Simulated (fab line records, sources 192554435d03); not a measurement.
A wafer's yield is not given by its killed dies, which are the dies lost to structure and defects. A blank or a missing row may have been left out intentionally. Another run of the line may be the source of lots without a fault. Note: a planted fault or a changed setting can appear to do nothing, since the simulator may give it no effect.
Lot-split experiment || flow n5_finfet || on a route of 1938 steps: 7 lots, 21 wafers read

SPLIT DETAILS
At N5_BEOL_M15_COAT_04 (resist thk 800 nm), the setting spin_rpm was moved away from the recipe's 1704 rpm on 7 of the 21 wafers read, by +3.5% to +10.3%. For the rest of the wafers, this setting stayed at what the recipe calls for.

FROM THE SPLIT TO THE READING: what the file shows between them, 4 steps
- N5_BEOL_M15_EBR_06
- N5_BEOL_M15_SOFTBAKE_05: time 60 s
- N5_BEOL_M15_DESCUM_15: chemistry O2, time 7.9 s
- N5_BEOL_M15_ETCH_59: etches BARC in N2/H2, target depth 89 nm, overetch 26.7 nm, time 67.9 s

THE READING
coat_of_BEOL_M15_COAT_04.thk_nm (the simulator's own value, which no gauge read), in nm, at N5_BEOL_M15_VIA_ETCH_16 (etches SiO2 in C4F8/O2/Ar, target depth 1792.2 nm). There is no usual value for it anywhere in the file. Here, 14 wafers ran the recipe; their average is 340.7 nm with a standard deviation of 8.2 nm.

{"wafer": "L074.2", "tool, chamber at the split": "litho_track-05, 0", "spin_rpm as run, rpm": 1704, "against the recipe": "recipe", "coat_of_BEOL_M15_COAT_04.thk_nm, nm": 340.8, "against lot-mates on the recipe": "-"}
{"wafer": "L074.3", "tool, chamber at the split": "litho_track-05, 0", "spin_rpm as run, rpm": 1704, "against the recipe": "recipe", "coat_of_BEOL_M15_COAT_04.thk_nm, nm": 334.4, "against lot-mates on the recipe": "-"}
{"wafer": "L074.4", "tool, chamber at the split": "litho_track-05, 0", "spin_rpm as run, rpm": 1704, "against the recipe": "recipe", "coat_of_BEOL_M15_COAT_04.thk_nm, nm": 335.6, "against lot-mates on the recipe": "-"}
{"wafer": "L081.1", "tool, chamber at the split": "litho_track-04, 0", "spin_rpm as run, rpm": 1704, "against the recipe": "recipe", "coat_of_BEOL_M15_COAT_04.thk_nm, nm": 330.6, "against lot-mates on the recipe": "-"}
{"wafer": "L081.3", "tool, chamber at the split": "litho_track-04, 0", "spin_rpm as run, rpm": 1769, "against the recipe": "+3.8%", "coat_of_BEOL_M15_COAT_04.thk_nm, nm": 306.8, "against lot-mates on the recipe": -23.8}
{"wafer": "L081.5", "tool, chamber at the split": "litho_track-04, 0", "spin_rpm as run, rpm": 1769, "against the recipe": "+3.8%", "coat_of_BEOL_M15_COAT_04.thk_nm, nm": 313.2, "against lot-mates on the recipe": -17.4}
{"wafer": "L079.3", "tool, chamber at the split": "litho_track-04, 0", "spin_rpm as run, rpm": 1704, "against the recipe": "recipe", "coat_of_BEOL_M15_COAT_04.thk_nm, nm": 341.4, "against lot-mates on the recipe": "-"}
{"wafer": "L079.4", "tool, chamber at the split": "litho_track-04, 0", "spin_rpm as run, rpm": 1704, "against the recipe": "recipe", "coat_of_BEOL_M15_COAT_04.thk_nm, nm": 344, "against lot-mates on the recipe": "-"}
{"wafer": "L079.5", "tool, chamber at the split": "litho_track-04, 0", "spin_rpm as run, rpm": 1704, "against the recipe": "recipe", "coat_of_BEOL_M15_COAT_04.thk_nm, nm": 342.8, "against lot-mates on the recipe": "-"}
{"wafer": "L082.1", "tool, chamber at the split": "litho_track-03, 0", "spin_rpm as run, rpm": 1879, "against the recipe": "+10.3%", "coat_of_BEOL_M15_COAT_04.thk_nm, nm": 295.4, "against lot-mates on the recipe": -50.4}
{"wafer": "L082.2", "tool, chamber at the split": "litho_track-03, 0", "spin_rpm as run, rpm": 1704, "against the recipe": "recipe", "coat_of_BEOL_M15_COAT_04.thk_nm, nm": 345.8, "against lot-mates on the recipe": "-"}
{"wafer": "L082.4", "tool, chamber at the split": "litho_track-03, 0", "spin_rpm as run, rpm": 1879, "against the recipe": "+10.3%", "coat_of_BEOL_M15_COAT_04.thk_nm, nm": 281.2, "against lot-mates on the recipe": -64.6}
{"wafer": "L083.2", "tool, chamber at the split": "litho_track-04, 0", "spin_rpm as run, rpm": 1704, "against the recipe": "recipe", "coat_of_BEOL_M15_COAT_04.thk_nm, nm": 335.2, "against lot-mates on the recipe": "-"}
{"wafer": "L083.4", "tool, chamber at the split": "litho_track-04, 0", "spin_rpm as run, rpm": 1704, "against the recipe": "recipe", "coat_of_BEOL_M15_COAT_04.thk_nm, nm": 331.2, "against lot-mates on the recipe": "-"}
{"wafer": "L083.5", "tool, chamber at the split": "litho_track-04, 0", "spin_rpm as run, rpm": 1704, "against the recipe": "recipe", "coat_of_BEOL_M15_COAT_04.thk_nm, nm": 338.8, "against lot-mates on the recipe": "-"}
{"wafer": "L087.2", "tool, chamber at the split": "litho_track-03, 0", "spin_rpm as run, rpm": 1786, "against the recipe": "+4.8%", "coat_of_BEOL_M15_COAT_04.thk_nm, nm": 321.6, "against lot-mates on the recipe": -12.2}
{"wafer": "L087.4", "tool, chamber at the split": "litho_track-03, 0", "spin_rpm as run, rpm": 1786, "against the recipe": "+4.8%", "coat_of_BEOL_M15_COAT_04.thk_nm, nm": 318.4, "against lot-mates on the recipe": -15.4}
{"wafer": "L087.5", "tool, chamber at the split": "litho_track-03, 0", "spin_rpm as run, rpm": 1704, "against the recipe": "recipe", "coat_of_BEOL_M15_COAT_04.thk_nm, nm": 333.8, "against lot-mates on the recipe": "-"}
{"wafer": "L097.1", "tool, chamber at the split": "litho_track-03, 0", "spin_rpm as run, rpm": 1704, "against the recipe": "recipe", "coat_of_BEOL_M15_COAT_04.thk_nm, nm": 359, "against lot-mates on the recipe": "-"}
{"wafer": "L097.3", "tool, chamber at the split": "litho_track-03, 0", "spin_rpm as run, rpm": 1704, "against the recipe": "recipe", "coat_of_BEOL_M15_COAT_04.thk_nm, nm": 356, "against lot-mates on the recipe": "-"}
{"wafer": "L097.6", "tool, chamber at the split": "litho_track-03, 0", "spin_rpm as run, rpm": 1763, "against the recipe": "+3.5%", "coat_of_BEOL_M15_COAT_04.thk_nm, nm": 335.8, "against lot-mates on the recipe": -21.7}

FIT RESULTS
A straight line over all 21 wafers: coat_of_BEOL_M15_COAT_04.thk_nm changes by -5.1 nm for each +1% of spin_rpm; r = -0.89; the points scatter about the line by 8.9 nm.
The same after taking each lot's own level away (the mean of its wafers on the recipe; 21 wafers): -5.26 nm for each +1%; r = -0.96; scatter 5 nm.
According to that fit, moving spin_rpm by its largest amount changes the reading by 54 nm.
Measured against the standard deviation above, the lots' own levels, which go from 330.60 to 357.50 nm, span 3.3 times it.
So the lot-to-lot level changes the slope little: the two slopes agree.
Check: for one of the wafers moved furthest among these (+10.3%), held out of the fit, the line's prediction against its lot-mates is -55.2 nm. Against them it came out at -50.4 nm.

OTHER SPLITS ON THESE WAFERS
Note: prior to the reading, these wafers also went through further splits. Each is held against what the fit with the lots' levels taken away leaves over:
{"other split on the same wafers": "N5_BEOL_M14_PEB_26 peb_temp_c", "wafers away from the commonest value": 7, "r with coat_of_BEOL_M15_COAT_04.thk_nm (lot level and that fit taken away)": "+0.24"}

THE WHOLE CHAIN: every reading that the file lists as answering this split, in the file's order
{"step": "N5_BEOL_M15_COAT_04", "what it does": "resist thk 800 nm", "reading": "coat_of_BEOL_M15_COAT_04.thk_nm (the simulator's own value, which no gauge read)", "change (the file's fit)": "-3.79 nm for each +1% of the setting", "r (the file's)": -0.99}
{"step": "N5_BEOL_M15_ETCH_59", "what it does": "etches BARC in N2/H2, target depth 89 nm, overetch 26.7 nm, time 67.9 s", "reading": "coat_of_BEOL_M15_COAT_04.thk_nm (the simulator's own value, which no gauge read)", "change (the file's fit)": "-3.63 nm for each +1% of the setting", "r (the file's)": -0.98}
{"step": "N5_BEOL_M15_VIA_ETCH_16", "what it does": "etches SiO2 in C4F8/O2/Ar, target depth 1792.2 nm", "reading": "coat_of_BEOL_M15_COAT_04.thk_nm (the simulator's own value, which no gauge read)", "change (the file's fit)": "-5.22 nm for each +1% of the setting", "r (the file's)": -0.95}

THE FILE'S OWN FIT
coat_of_BEOL_M15_COAT_04.thk_nm changes by -5.22 nm for each +1% of spin_rpm, r = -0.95.
